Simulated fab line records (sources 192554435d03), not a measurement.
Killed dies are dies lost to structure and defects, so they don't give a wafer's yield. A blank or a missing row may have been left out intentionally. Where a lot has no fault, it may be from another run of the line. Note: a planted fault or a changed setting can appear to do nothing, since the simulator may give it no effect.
Lot-split experiment    flow n5-finfet    on a route of 1938 steps: 7 lots, 21 wafers read

## THE SPLIT ITSELF
At N5_BEOL_M9_TRENCH_ETCH_37 (etches SiCOH lowk in C4F6/O2, target depth 151.43 nm, time 49 s), the setting time-s was moved away from the recipe's 49 s on 11 of the 21 wafers read, by -18.5% to +21.7%. The other wafers ran this setting at the recipe's value.

## FROM THE SPLIT TO THE READING: what the file shows between them, 11 steps
- N5_BEOL_M9_ETCH_41: etches SiCN in CH3F/O2, target depth 36.6 nm, time 70.1 s
- N5_BEOL_M9_STRIP_80: strips in N2/H2, time 10 s
- N5_BEOL_M9_OCD_MEAS_38
- N5_BEOL_M9_HM_STRIP_39: strips TiN in peroxide tin strip, target depth 25 nm, time 158 s
- N5_BEOL_M9_SRD_40: time 30 s
- N5_BEOL_M9_ECD_50: material Cu, target thk 318 nm
- N5_BEOL_M9_ANNEAL_51: time 90 s
- N5_BEOL_M9_CMP_52: polishes, stops on SiCOH lowk, t overpolish 7 s, target thk 140 nm
- N5_BEOL_M9_THK_MEAS_53: measures by xrf
- N5_BEOL_M9_PRE_CLEAN_55: time 15 s
- N5_BEOL_M9_DEP_56: deposits SiCN from 3MS/NH3, target thk 15 nm, time 26.5 s

## THE READING
M9_RS, in ohm/sq, at N5_BEOL_M9_RS_MEAS_57 (measures by four-point-probe). On this fab line, fault-free wafers typically give 0.150 ohm/sq with a standard deviation of 0.0032 ohm/sq.

wafer   tool, chamber at the split  time-s as run, s  against the recipe  M9_RS, ohm/sq  against lot-mates on the recipe
L075.1  rie-diel-02, 2              39.95             -18.5%              0.194          +0.048
L075.2  rie-diel-02, 3              39.95             -18.5%              0.192          +0.046
L075.4  rie-diel-02, 1              49                recipe              0.146          -
L086.2  rie-diel-02, 0              49                recipe              0.155          -
L086.3  rie-diel-02, 1              49                recipe              0.149          -
L086.4  rie-diel-02, 2              49                recipe              0.152          -
L087.2  rie-diel-05, 2              43.27             -11.7%              0.177          +0.028
L087.4  rie-diel-05, 1              43.27             -11.7%              0.183          +0.034
L087.5  rie-diel-05, 0              49                recipe              0.149          -
L092.2  rie-diel-04, 3              49                recipe              0.147          -
L092.3  rie-diel-04, 0              59.62             +21.7%              0.118          -0.029
L092.5  rie-diel-04, 3              59.62             +21.7%              0.121          -0.026
L090.1  rie-diel-05, 1              40.65             -17.0%              0.196          +0.045
L090.3  rie-diel-05, 2              40.65             -17.0%              0.192          +0.041
L090.4  rie-diel-05, 3              49                recipe              0.151          -
L091.1  rie-diel-05, 0              49                recipe              0.152          -
L091.3  rie-diel-05, 2              49                recipe              0.152          -
L091.5  rie-diel-05, 1              59.57             +21.6%              0.124          -0.028
L093.1  rie-diel-02, 1              49                recipe              0.143          -
L093.4  rie-diel-02, 3              43.39             -11.4%              0.170          +0.027
L093.5  rie-diel-02, 2              43.39             -11.4%              0.173          +0.030

THE FIT
A straight line over all 21 wafers: M9_RS changes by -0.00186 ohm/sq for each +1% of time-s; r = -0.97; the points scatter about the line by 0.0063 ohm/sq.
The same after taking each lot's own level away (the mean of its wafers on the recipe; 21 wafers): -0.0019 ohm/sq for each +1%; r = -0.97; scatter 0.0061 ohm/sq.
On that fit, the largest move of time-s shifts the reading by 0.041 ohm/sq.
Measured against the standard deviation above, the lots' own levels, which go from 0.1430 to 0.1520 ohm/sq, span 2.8 times it.
The two slopes are in agreement: the lot-to-lot level therefore moves the slope only a little.
Check: -0.0377 ohm/sq against its lot-mates is what the line predicts for one of the wafers moved furthest among these (+21.7%) when that wafer is left out of the fit. Against them it came out at -0.029 ohm/sq.

## FURTHER SPLITS ON THESE WAFERS
Before the reading, these wafers also passed through other splits. Each is held against what the fit with the lots' levels taken away leaves over:
other split on the same wafers   wafers away from the commonest value  r with M9_RS (lot level and that fit taken away)
N5_BEOL_M7_COAT_05 spin-rpm      10                                    +0.21
N5_BEOL_M7_VIA_ETCH_34 time-s    10                                    +0.07
N5_BEOL_M8_EXPOSE_25 dose-mj     8                                     -0.51
N5_BEOL_M8_VIA_ETCH_34 source-w  4                                     +0.20

## THE WHOLE CHAIN: every reading that the file lists as answering this split, in the file's order
step                       what it does                                                        reading                                                                           change (the file's fit)                r (the file's)
N5_BEOL_M9_TRENCH_ETCH_37  etches SiCOH lowk in C4F6/O2, target depth 151.43 nm, time 49 s     etch.depth-nm (the simulator's own value, which no gauge read)                    +1.55 nm for each +1% of the setting   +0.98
N5_BEOL_M9_TRENCH_ETCH_37  etches SiCOH lowk in C4F6/O2, target depth 151.43 nm, time 49 s     BEOL_M9.feature-depth-nm (the simulator's own value, which no gauge read)         +1.55 nm for each +1% of the setting   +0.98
N5_BEOL_M9_TRENCH_ETCH_37  etches SiCOH lowk in C4F6/O2, target depth 151.43 nm, time 49 s     TiN_of_BEOL_M9_HM_DEP_02.thk-nm (the simulator's own value, which no gauge read)  -0.045 nm for each +1% of the setting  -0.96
N5_BEOL_M9_OCD_MEAS_38                                                                         trench-depth-nm                                                                   +1.54 nm for each +1% of the setting   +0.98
N5_BEOL_M9_CMP_52          polishes, stops on SiCOH lowk, t overpolish 7 s, target thk 140 nm  Cu_of_BEOL_M9_ECD_50.thk-nm (the simulator's own value, which no gauge read)      +1.56 nm for each +1% of the setting   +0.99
N5_BEOL_M9_THK_MEAS_53     measures by xrf                                                     M9_THK                                                                            +1.56 for each +1% of the setting      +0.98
N5_BEOL_M9_RS_MEAS_57      measures by four-point-probe                                        M9_RS                                                                             -0.00191 for each +1% of the setting   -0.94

## FILE'S OWN FIT
M9_RS changes by -0.00191 ohm/sq for each +1% of time-s, r = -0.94.
